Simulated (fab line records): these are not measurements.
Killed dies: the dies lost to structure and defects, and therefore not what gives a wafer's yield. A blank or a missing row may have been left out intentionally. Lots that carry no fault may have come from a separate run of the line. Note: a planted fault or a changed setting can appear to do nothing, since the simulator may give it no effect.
Split-lot study || flow n5_finfet || route with 1938 steps; 7 lots, 21 wafers read

== ABOUT THE SPLIT ==
At N5_BEOL_M9_DEP_56 (deposits SiCN from 3MS/NH3, target thk 15 nm, time 26.5 s), the setting time_s was moved away from the recipe's 26.5 s on 8 of the 21 wafers read, by -4.9% to +13.5%. All remaining wafers had this setting at the recipe value.

The reading is taken at the split's own step.

== THE READING ==
SiCN_of_BEOL_M9_DEP_56.thk_nm (the simulator's own value, which no gauge read), in nm, at N5_BEOL_M9_DEP_56 (deposits SiCN from 3MS/NH3, target thk 15 nm, time 26.5 s). No usual value for it is given in the file. Average 15.0 nm, standard deviation 0.25 nm, over the 13 wafers here run with the recipe.

{"wafer": "L074.2", "tool, chamber at the split": "pecvd-04, 1", "time_s as run, s": 29.24, "against the recipe": "+10.3%", "SiCN_of_BEOL_M9_DEP_56.thk_nm, nm": 16.2, "against lot-mates on the recipe": "+1.0"}
{"wafer": "L074.3", "tool, chamber at the split": "pecvd-04, 2", "time_s as run, s": 29.24, "against the recipe": "+10.3%", "SiCN_of_BEOL_M9_DEP_56.thk_nm, nm": 16.6, "against lot-mates on the recipe": "+1.4"}
{"wafer": "L074.4", "tool, chamber at the split": "pecvd-04, 1", "time_s as run, s": 26.5, "against the recipe": "recipe", "SiCN_of_BEOL_M9_DEP_56.thk_nm, nm": 15.2, "against lot-mates on the recipe": "-"}
{"wafer": "L075.3", "tool, chamber at the split": "pecvd-03, 0", "time_s as run, s": 30.09, "against the recipe": "+13.5%", "SiCN_of_BEOL_M9_DEP_56.thk_nm, nm": 17, "against lot-mates on the recipe": "+1.7"}
{"wafer": "L075.4", "tool, chamber at the split": "pecvd-03, 0", "time_s as run, s": 26.5, "against the recipe": "recipe", "SiCN_of_BEOL_M9_DEP_56.thk_nm, nm": 15.4, "against lot-mates on the recipe": "-"}
{"wafer": "L075.5", "tool, chamber at the split": "pecvd-03, 1", "time_s as run, s": 26.5, "against the recipe": "recipe", "SiCN_of_BEOL_M9_DEP_56.thk_nm, nm": 15.2, "against lot-mates on the recipe": "-"}
{"wafer": "L076.2", "tool, chamber at the split": "pecvd-01, 0", "time_s as run, s": 26.5, "against the recipe": "recipe", "SiCN_of_BEOL_M9_DEP_56.thk_nm, nm": 15, "against lot-mates on the recipe": "-"}
{"wafer": "L076.5", "tool, chamber at the split": "pecvd-01, 2,0", "time_s as run, s": 26.5, "against the recipe": "recipe", "SiCN_of_BEOL_M9_DEP_56.thk_nm, nm": 14.8, "against lot-mates on the recipe": "-"}
{"wafer": "L076.6", "tool, chamber at the split": "pecvd-01, 2,0", "time_s as run, s": 26.5, "against the recipe": "recipe", "SiCN_of_BEOL_M9_DEP_56.thk_nm, nm": 14.8, "against lot-mates on the recipe": "-"}
{"wafer": "L087.1", "tool, chamber at the split": "pecvd-01, 1", "time_s as run, s": 25.2, "against the recipe": "-4.9%", "SiCN_of_BEOL_M9_DEP_56.thk_nm, nm": 14, "against lot-mates on the recipe": -0.8}
{"wafer": "L087.2", "tool, chamber at the split": "pecvd-01, 2", "time_s as run, s": 26.5, "against the recipe": "recipe", "SiCN_of_BEOL_M9_DEP_56.thk_nm, nm": 14.8, "against lot-mates on the recipe": "-"}
{"wafer": "L087.4", "tool, chamber at the split": "pecvd-01, 2", "time_s as run, s": 25.2, "against the recipe": "-4.9%", "SiCN_of_BEOL_M9_DEP_56.thk_nm, nm": 14.2, "against lot-mates on the recipe": -0.6}
{"wafer": "L093.2", "tool, chamber at the split": "pecvd-04, 2,1", "time_s as run, s": 27.79, "against the recipe": "+4.9%", "SiCN_of_BEOL_M9_DEP_56.thk_nm, nm": 15.6, "against lot-mates on the recipe": "no lot-mate on the recipe"}
{"wafer": "L093.3", "tool, chamber at the split": "pecvd-04, 2,1", "time_s as run, s": 27.79, "against the recipe": "+4.9%", "SiCN_of_BEOL_M9_DEP_56.thk_nm, nm": 15.6, "against lot-mates on the recipe": "no lot-mate on the recipe"}
{"wafer": "L093.4", "tool, chamber at the split": "pecvd-04, 2", "time_s as run, s": 27.79, "against the recipe": "+4.9%", "SiCN_of_BEOL_M9_DEP_56.thk_nm, nm": 15.8, "against lot-mates on the recipe": "no lot-mate on the recipe"}
{"wafer": "L094.1", "tool, chamber at the split": "pecvd-04, 0,2", "time_s as run, s": 26.5, "against the recipe": "recipe", "SiCN_of_BEOL_M9_DEP_56.thk_nm, nm": 14.6, "against lot-mates on the recipe": "-"}
{"wafer": "L094.2", "tool, chamber at the split": "pecvd-04, 0,2", "time_s as run, s": 26.5, "against the recipe": "recipe", "SiCN_of_BEOL_M9_DEP_56.thk_nm, nm": 14.6, "against lot-mates on the recipe": "-"}
{"wafer": "L094.5", "tool, chamber at the split": "pecvd-04, 0", "time_s as run, s": 26.5, "against the recipe": "recipe", "SiCN_of_BEOL_M9_DEP_56.thk_nm, nm": 14.8, "against lot-mates on the recipe": "-"}
{"wafer": "L095.3", "tool, chamber at the split": "pecvd-03, 1,1,2", "time_s as run, s": 26.5, "against the recipe": "recipe", "SiCN_of_BEOL_M9_DEP_56.thk_nm, nm": 15.2, "against lot-mates on the recipe": "-"}
{"wafer": "L095.4", "tool, chamber at the split": "pecvd-03, 1,1,2", "time_s as run, s": 26.5, "against the recipe": "recipe", "SiCN_of_BEOL_M9_DEP_56.thk_nm, nm": 15.2, "against lot-mates on the recipe": "-"}
{"wafer": "L095.5", "tool, chamber at the split": "pecvd-03, 1,1,2", "time_s as run, s": 26.5, "against the recipe": "recipe", "SiCN_of_BEOL_M9_DEP_56.thk_nm, nm": 15.2, "against lot-mates on the recipe": "-"}
Rows listing several chambers each stand for several wafers; the file does not say which wafer went through which chamber.

THE FIT
A straight line over all 21 wafers: SiCN_of_BEOL_M9_DEP_56.thk_nm changes by +0.148 nm for each +1% of time_s; r = +0.95; the points scatter about the line by 0.23 nm.
The same after taking each lot's own level away (the mean of its wafers on the recipe; 18 wafers): +0.124 nm for each +1%; r = +0.98; scatter 0.11 nm.
That fit puts the effect of the largest move of time_s on the reading at 1.7 nm.
Measured against the standard deviation above, the lots' own levels, which go from 14.67 to 15.30 nm, span 2.5 times it.
Hence the slope depends on the lot-to-lot level, as the two fits are not the same.
Check: with one of the wafers moved furthest among these (+13.5%) left out of the fit, the line predicts +1.63 nm for it against its lot-mates. It came out at +1.7 nm against them.

== THE FILE'S OWN FIT ==
SiCN_of_BEOL_M9_DEP_56.thk_nm changes by +0.124 nm for each +1% of time_s, r = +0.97.
